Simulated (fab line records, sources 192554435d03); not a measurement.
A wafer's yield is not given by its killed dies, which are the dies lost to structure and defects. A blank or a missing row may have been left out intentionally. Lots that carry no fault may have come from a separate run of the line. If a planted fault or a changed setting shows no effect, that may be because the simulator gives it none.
fab line records    flow n5Finfet
record lots=7  wafers=21
route steps=1938 shown BEOL_M14@1742 BEOL_M15@1827 TV_OPEN@1890 PASSIVATION@1929
startH: the number of hours between the record's first day and the start of the first shown wafer of the lot    waitH: hours from the lot's prior step to this one    " repeats the value in the row above    L1.1+2: a single row standing in for several wafers    - no value, or no start given    * or withheld: withheld    < > ~ a bound
route shown NAME@n: names a module that has steps shown in the file, with the first one's number in the route    usual: the fault-free wafers' mean and standard deviation    same: alike in all rows    chamber/n: place in a boat    sites: each site's reading    _std_site: their standard deviation    _edge_site: inner sites' mean taken away from outer sites' mean    radiusMm: for every site, how far away it sits from the centre of the wafer    mask NAME#n: copy n    behind: the most recent tool/chamber to have shaped the wafer    hold: cause of the lot's hold/its duration in hours/its outcome    device: the n, p or np transistor that did not switch    end of line: the same wafers' tests at the end of the route    for a step that has no rows: nothing shown but its recipe    killed: at the first sort, the dies lost to defects and structure; wafer yield is something else    map: a wafer's dies, x killed, . not, _ none there
set.NAME: the setting the step ran with; set.NAME@STEP: the setting that earlier step ran with    model.NAME: the simulator's own value behind a step, which no gauge read
lots run with intentionally changed settings; tables by step, rows by wafer
## steps
# step N5_BEOL_M14_EXPOSE_25
# recipe maskId=M14  na=0.8  sourceShape=annular  sigmaInner=0.5  sigmaOuter=0.8  polarization=unpolarized  targetCdNm=280  doseMj=26.6
lot.wafer   tool           chamber  startH  waitH  mask   set.doseMj
L077.3+4+5  krfScanner-02  0        251.79  -      M14#0  26.6
L078.2+5+6  krfScanner-02  0        274.57  -      M14#0  26.6
L082.1+2    krfScanner-02  0        291.93  -      M14#0  26.6
L082.5      "              0        "       "      M14#0  27.5
L090.1+6    krfScanner-02  0        327.34  -      M14#0  26.6
L090.3      "              0        "       "      M14#0  27.45
L091.1      krfScanner-01  0        335.61  -      M14#0  26.6
L091.3+4    "              0        "       "      M14#0  25.24
L095.1+5    krfScanner-02  0        362.28  -      M14#0  26.6
L095.3      "              0        "       "      M14#0  25.61
L097.1+2+4  krfScanner-02  0        378.65  -      M14#0  26.6
# step N5_BEOL_M14_PEB_26
# recipe pebTempC=130  pebTimeS=90
# step N5_BEOL_M14_DEVELOP_27
# recipe developTimeS=45  rinseLiquid=diw  dry=airSpin  devTempC=21
# step N5_BEOL_M14_HARDBAKE_32
# recipe tempC=130  timeS=120
# step N5_BEOL_M14_CD_MEAS_28
# recipe targetCdNm=284.4  landingEnergyEv=500  detector=seInlens
# usual cdNm=284.6/1.5
lot.wafer  tool      chamber  startH  waitH  set.doseMj@BEOL_M14_EXPOSE_25  cdNm
L077.3     cdSem-03  0        251.95  -      26.6                           285.8
L077.4     "         0        "       "      26.6                           286.5
L077.5     "         0        "       "      26.6                           285.3
L078.2     cdSem-02  0        274.74  -      26.6                           285.1
L078.5     "         0        "       "      26.6                           284.1
L078.6     "         0        "       "      26.6                           283.4
L082.1     cdSem-02  0        292.11  -      26.6                           282.2
L082.2     "         0        "       "      26.6                           283.0
L082.5     "         0        "       "      27.5                           288.4
L090.1     cdSem-02  0        327.51  -      26.6                           287.3
L090.3     "         0        "       "      27.45                          289.8
L090.6     "         0        "       "      26.6                           287.9
L091.1     cdSem-02  0        335.79  -      26.6                           286.0
L091.3     "         0        "       "      25.24                          277.6
L091.4     "         0        "       "      25.24                          276.0
L095.1     cdSem-02  0        362.46  -      26.6                           285.0
L095.3     "         0        "       "      25.61                          279.8
L095.5     "         0        "       "      26.6                           284.7
L097.1     cdSem-03  0        378.82  -      26.6                           284.9
L097.2     "         0        "       "      26.6                           284.4
L097.4     "         0        "       "      26.6                           285.6
# step N5_BEOL_M14_DESCUM_33
# recipe chemistry=O2  timeS=7.9  sourcePowerW=50  biasPowerW=20  pressureMtorr=20  rfFrequencyHz=2.712e+07  tempC=40  o2FlowSccm=225
lot.wafer  tool        chamber  startH  waitH  set.doseMj@BEOL_M14_EXPOSE_25  model.BEOL_M14.cdNm
L077.3+4   rieDiel-02  2,0      252.48  0.5    26.6                           286
L077.5     "           2        "       "      26.6                           285
L078.2     rieDiel-02  0        274.83  0.0    26.6                           285.2
L078.5     "           1        "       "      26.6                           284
L078.6     "           0        "       "      26.6                           283.6
L082.1     rieDiel-02  0        292.24  0.1    26.6                           282.6
L082.2     "           3        "       "      26.6                           282.8
L082.5     "           0        "       "      27.5                           288.2
L090.1     rieDiel-02  2        327.60  0.0    26.6                           287.6
L090.3     "           0        "       "      27.45                          289.8
L090.6     "           1        "       "      26.6                           287.8
L091.1     rieDiel-02  0        335.89  0.1    26.6                           286
L091.3     "           1        "       "      25.24                          277.4
L091.4     "           2        "       "      25.24                          275.8
L095.1     rieDiel-02  3        362.55  0.0    26.6                           285
L095.3     "           2        "       "      25.61                          279.8
L095.5     "           0        "       "      26.6                           284.4
L097.1     rieDiel-06  0        378.96  0.1    26.6                           284.8
L097.2     "           1        "       "      26.6                           284.6
L097.4     "           3        "       "      26.6                           285.4
# step N5_BEOL_M14_ETCH_67
# recipe chemistry=CF4  target=SiARC  targetDepthA=1430  timeS=238.3  ionEnergyEv=80  pressureMtorr=40  sourceW=545  biasW=36  Ar_flow_sccm=100  cf4FlowSccm=100  ends=cleared
# step N5_BEOL_M14_ETCH_68
# recipe chemistry=N2/H2  target=SOC  maskMaterial=SiARC  sourceW=3000  biasW=350  tempC=40  timeS=450  ionEnergyEv=200  pressureMtorr=30  n2FlowSccm=200  h2FlowSccm=200
lot.wafer  tool        chamber  startH  waitH  set.doseMj@BEOL_M14_EXPOSE_25  model.BEOL_M14.cdNm
L077.3     rieDiel-02  2        252.66  0.1    26.6                           281.2
L077.4     "           0        "       "      26.6                           280.4
L077.5     "           2        "       "      26.6                           278.8
L078.2+6   rieDiel-02  0        275.01  0.1    26.6                           280.6
L078.5     "           1        "       "      26.6                           278.6
L082.1     rieDiel-02  0        292.42  0.1    26.6                           279.2
L082.2     "           3        "       "      26.6                           280.2
L082.5     "           0        "       "      27.5                           285.4
L090.1     rieDiel-02  2        327.78  0.1    26.6                           283.6
L090.3     "           0        "       "      27.45                          286.2
L090.6     "           1        "       "      26.6                           284
L091.1     rieDiel-02  0        336.07  0.1    26.6                           282.8
L091.3     "           1        "       "      25.24                          273.2
L091.4     "           2        "       "      25.24                          271.8
L095.1     rieDiel-02  3        362.73  0.1    26.6                           282.8
L095.3     "           2        "       "      25.61                          276
L095.5     "           0        "       "      26.6                           281.4
L097.1     rieDiel-06  0        379.14  0.1    26.6                           278.4
L097.2     "           1        "       "      26.6                           278.2
L097.4     "           3        "       "      26.6                           280
# step N5_BEOL_M14_TRENCH_ETCH_34
# recipe chemistry=C4F8/O2/Ar  target=SiO2  targetDepthA=5566.5  maskMaterial=SOC  heInnerTorr=15  heOuterTorr=30  timeS=126.9  ionEnergyEv=800  pressureMtorr=20  sourceW=1905  biasW=2040  Ar_flow_sccm=400  C4F8_flow_sccm=16  O2_flow_sccm=12
# usual rfVppV=2228/17
lot.wafer  tool        chamber  startH  waitH  set.biasW  rfVppV
L077.3     rieDiel-02  2        252.93  0.0    2335       2453
L077.4     "           0        "       "      2040       2210
L077.5     "           2        "       "      2335       2452
L078.2     rieDiel-02  0        275.28  0.0    1842       2058
L078.5     "           1        "       "      2040       2234
L078.6     "           0        "       "      1842       2057
L082.1     rieDiel-02  0        292.69  0.0    2040       2210
L082.2     "           3        "       "      1745       1969
L082.5     "           0        "       "      2040       2209
L090.1     rieDiel-02  2        328.06  0.0    1947       2162
L090.3     "           0        "       "      2040       2208
L090.6     "           1        "       "      2040       2232
L091.1     rieDiel-02  0        336.35  0.0    2040       2208
L091.3     "           1        "       "      2040       2233
L091.4     "           2        "       "      2040       2234
L095.1     rieDiel-02  3        363.00  0.0    1910       2099
L095.3     "           2        "       "      2040       2235
L095.5     "           0        "       "      2040       2208
L097.1     rieDiel-06  0        379.42  0.0    2040       2222
L097.2     "           1        "       "      2040       2247
L097.4     "           3        "       "      2040       2247
# step N5_BEOL_M15_DEP_53
# recipe material=SiCN  targetThkA=500  tempC=withheld  precursor=3MS/NH3  pressureTorr=3  rfW=675  timeS=17.8
lot.wafer  tool      chamber  startH  waitH  set.timeS  model.SiCN_of_BEOL_M15_DEP_53.thkNm
L077.3     pecvd-04  1        263.02  0.0    17.8       49.4
L077.4     "         1        "       "      17.8       50
L077.5     "         0        "       "      17.8       50.4
L078.2     pecvd-03  1        285.16  0.0    17.8       49.6
L078.5     "         2        "       "      17.8       50.8
L078.6     "         0        "       "      17.8       50.6
L082.1     pecvd-03  2        300.02  0.0    19.23      53.6
L082.2     "         1        "       "      17.8       50
L082.5     "         1        "       "      19.23      54.4
L090.1     pecvd-03  2        338.76  0.0    20.1       56.2
L090.3     "         1        "       "      20.1       56.4
L090.6     "         2        "       "      17.8       49.8
L091.1     pecvd-04  1        346.92  0.0    20.04      55.6
L091.3     "         0        "       "      17.8       49
L091.4     "         0        "       "      20.04      56.2
L095.1     pecvd-03  1        369.99  0.0    17.8       49
L095.3     "         0        "       "      18.69      52
L095.5     "         0        "       "      18.69      52.2
L097.1     pecvd-01  2        388.82  0.0    17.8       49.8
L097.2     "         1        "       "      17.8       50.4
L097.4     "         0        "       "      17.8       51
# step N5_PASSIVATION_ETCH_15
# recipe chemistry=CF4/N2  target=SiCN  targetDepthA=750  taperDeg=2  timeS=81.2  ionEnergyEv=150  maskMaterial=SiNx  pressureMtorr=40  sourceW=430  biasW=70  Ar_flow_sccm=100  cf4FlowSccm=60  n2FlowSccm=60
# usual rfVppV=381.5/2.3
lot.wafer  tool        chamber  startH  waitH  set.biasW  rfVppV
L077.3     rieDiel-03  3        -       -      81.87      417.9
L077.4     "           2        "       "      70         384.8
L077.5     "           3        "       "      70         376.3
L078.2     rieDiel-03  3        -       -      65.7       362.9
L078.5     "           0        "       "      65.7       369.2
L078.6     "           2        "       "      70         383.8
L082.1     rieDiel-05  1        -       -      61.22      350.5
L082.2     "           2        "       "      70         379.9
L082.5     "           0        "       "      61.22      349.5
L090.1     rieDiel-01  2        -       -      82.43      424.0
L090.3     "           0        "       "      82.43      425.0
L090.6     "           3        "       "      70         382.2
L091.1     rieDiel-03  1        -       -      70         382.9
L091.3     "           0        "       "      70         383.3
L091.4     "           3        "       "      70         378.0
L095.1     rieDiel-03  3        -       -      70         377.8
L095.3     "           1        "       "      66.61      371.1
L095.5     "           1        "       "      66.61      371.7
L097.1     rieDiel-03  0        -       -      70         382.9
L097.2     "           3        "       "      70         377.9
L097.4     "           3        "       "      70         377.1
# step N5_PASSIVATION_PASS_ETCH_47
# recipe chemistry=CF4/O2  target=SiNx  targetDepthA=7700  timeS=385  ionEnergyEv=100  pressureMtorr=40  sourceW=535  biasW=49  Ar_flow_sccm=100  cf4FlowSccm=100  O2_flow_sccm=10
lot.wafer  tool        chamber  startH  waitH  set.timeS  model.etch.depthNm
L077.3     rieDiel-06  3        275.72  0.0    416.1      834.4
L077.4     "           2        "       "      385        747.9
L077.5     "           0        "       "      416.1      811
L078.2     rieDiel-04  2        295.48  0.0    385        772.2
L078.5     "           2        "       "      385        766.9
L078.6     "           1        "       "      385        773.1
L082.1     rieDiel-02  2        312.48  0.0    385        768.5
L082.2     "           1        "       "      385        761.7
L082.5     "           3        "       "      385        762.9
L090.1     rieDiel-02  3        348.92  0.0    385        774.6
L090.3     "           0        "       "      385        787.2
L090.6     "           2        "       "      385        772.3
L091.1     rieDiel-04  0        359.70  0.0    385        799.5
L091.3     "           2        "       "      308.4      621.2
L091.4     "           1        "       "      308.4      628
L095.1     rieDiel-02  0        381.48  0.0    358.9      722.9
L095.3     "           2        "       "      358.9      715.2
L095.5     "           2        "       "      358.9      704.7
L097.1     rieDiel-06  2        400.72  0.0    385        746.4
L097.2     "           3        "       "      385        774.4
L097.4     "           1        "       "      385        762.2
# step N5_PASSIVATION_ETCH_54
# recipe chemistry=CHF3/O2  target=SiO2  targetDepthA=8800  CHF3_flow_sccm=50  O2_flow_sccm=5  Ar_flow_sccm=200  timeS=440  maskMaterial=PR  pressureMtorr=30  sourceW=650  biasW=170  ionEnergyEv=200
# usual rfVppV=525/4.4
lot.wafer  tool        chamber  startH  waitH  set.sourceW  rfVppV  model.PASSIVATION.featureDepthNm  model.etch.depthNm
L077.3     rieDiel-06  3        275.95  0.1    743.7        496     923.2                             923.3
L077.4     "           2        "       "      650          529     858.6                             858.7
L077.5     "           0        "       "      650          525     861.4                             861.3
L078.2     rieDiel-04  2        295.71  0.1    650          529     878.4                             878.3
L078.5     "           2        "       "      650          530     884.6                             884.7
L078.6     "           1        "       "      741          489     938.6                             938.6
L082.1     rieDiel-02  2        312.70  0.1    650          529     882                               881.9
L082.2     "           1        "       "      596.1        550     845                               844.9
L082.5     "           3        "       "      596.1        541     846.2                             846.2
L090.1     rieDiel-02  3        349.15  0.1    555.5        560     836.2                             836.2
L090.3     "           0        "       "      650          521     888.8                             888.8
L090.6     "           2        "       "      555.5        569     821.8                             821.9
L091.1     rieDiel-04  0        359.92  0.1    650          521     899.6                             899.6
L091.3     "           2        "       "      650          529     887.4                             887.3
L091.4     "           1        "       "      533.7        575     829.8                             829.8
L095.1     rieDiel-02  0        381.71  0.1    765.5        480     950                               949.9
L095.3     "           2        "       "      650          527     876.8                             876.7
L095.5     "           2        "       "      765.5        485     926.8                             926.8
L097.1     rieDiel-06  2        400.95  0.1    650          528     860                               860.1
L097.2     "           3        "       "      650          531     874                               874.1
L097.4     "           1        "       "      650          530     874.2                             874.2
# step N5_PASSIVATION_PROBE_49
# usual defectLimitedYield=91.1/1.3  killedDies=105/15
lot.wafer  tool       chamber  startH  waitH  set.timeS@PASSIVATION_PASS_ETCH_47  set.timeS@BEOL_M10_VIA_ETCH_34  defectLimitedYield[%]  killedDies
L077.3     prober-02  -        278.83  0.1    416.1                               69.2                            90.3                   115
L077.4     prober-02  -        278.88  0.2    385                                 84.26                           90.0                   118
L077.5     prober-02  -        278.93  0.2    416.1                               69.2                            90.2                   116
L078.2     prober-01  -        298.54  0.1    385                                 69.2                            88.1                   140
L078.5     prober-01  -        298.69  0.2    385                                 69.2                            90.0                   118
L078.6     prober-01  -        298.74  0.3    385                                 69.2                            88.7                   133
L082.1     prober-02  -        316.88  0.0    385                                 69.2                            91.0                   106
L082.2     prober-02  -        316.93  0.1    385                                 69.2                            85.9                   166
L082.5     prober-02  -        317.08  0.2    385                                 77.98                           93.7                   74
L090.1     prober-02  -        351.94  0.0    385                                 69.2                            57.8                   498
L090.3     prober-02  -        352.04  0.1    385                                 79.4                            91.9                   95
L090.6     prober-02  -        352.19  0.3    385                                 69.2                            58.6                   488
L091.1     prober-02  -        362.75  0.0    385                                 59.69                           90.4                   113
L091.3     prober-02  -        362.85  0.1    308.4                               59.69                           0.8                    1171
L091.4     prober-02  -        362.90  0.2    308.4                               59.69                           5.8                    1111
L095.1     prober-01  -        384.49  0.0    358.9                               69.2                            92.6                   87
L095.3     prober-01  -        384.59  0.1    358.9                               55.65                           79.2                   246
L095.5     prober-01  -        384.69  0.2    358.9                               55.65                           70.1                   353
L097.1     prober-01  -        403.74  0.0    385                                 69.2                            90.6                   111
L097.2     prober-01  -        403.79  0.1    385                                 69.2                            90.0                   118
L097.4     prober-01  -        403.89  0.2    385                                 69.2                            93.0                   83
## key
split step=N5_BEOL_M14_EXPOSE_25  setting=doseMj  stated=26.6  by=wafer
response step=N5_BEOL_M14_CD_MEAS_28  reading=cdNm  change=+1.51  per=1%  r=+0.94
response step=N5_BEOL_M14_DESCUM_33  reading=model.BEOL_M14.cdNm  change=+1.49  per=1%  r=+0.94
response step=N5_BEOL_M14_ETCH_68  reading=model.BEOL_M14.cdNm  change=+1.66  per=1%  r=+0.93
split step=N5_BEOL_M14_TRENCH_ETCH_34  setting=biasW  stated=2040  by=wafer
response step=N5_BEOL_M14_TRENCH_ETCH_34  reading=rfVppV  change=+17  per=1%  r=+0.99
split step=N5_BEOL_M15_DEP_53  setting=timeS  stated=17.8  by=wafer
response step=N5_BEOL_M15_DEP_53  reading=model.SiCN_of_BEOL_M15_DEP_53.thkNm  change=+0.527  per=1%  r=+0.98
split step=N5_PASSIVATION_ETCH_15  setting=biasW  stated=70  by=wafer
response step=N5_PASSIVATION_ETCH_15  reading=rfVppV  change=+2.31  per=1%  r=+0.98
split step=N5_PASSIVATION_PASS_ETCH_47  setting=timeS  stated=385  by=wafer
response step=N5_PASSIVATION_PASS_ETCH_47  reading=model.etch.depthNm  change=+8.86  per=1%  r=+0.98
response step=N5_PASSIVATION_PROBE_49  reading=defectLimitedYield  slope=+4.28  per=1%  togetherWith=timeS@BEOL_M10_VIA_ETCH_34  explained=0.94
response step=N5_PASSIVATION_PROBE_49  reading=killedDies  slope=-50.5  per=1%  togetherWith=timeS@BEOL_M10_VIA_ETCH_34  explained=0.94
split step=N5_PASSIVATION_ETCH_54  setting=sourceW  stated=650  by=wafer
response step=N5_PASSIVATION_ETCH_54  reading=rfVppV  change=-2.62  per=1%  r=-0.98
response step=N5_PASSIVATION_ETCH_54  reading=model.PASSIVATION.featureDepthNm  change=+3.88  per=1%  r=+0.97
response step=N5_PASSIVATION_ETCH_54  reading=model.etch.depthNm  change=+3.88  per=1%  r=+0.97
split outsideThisFile step=N5_BEOL_M10_VIA_ETCH_34 setting=timeS
# split outsideThisFile: this setting was split too, and the file shows its column; the key of that split is in another file
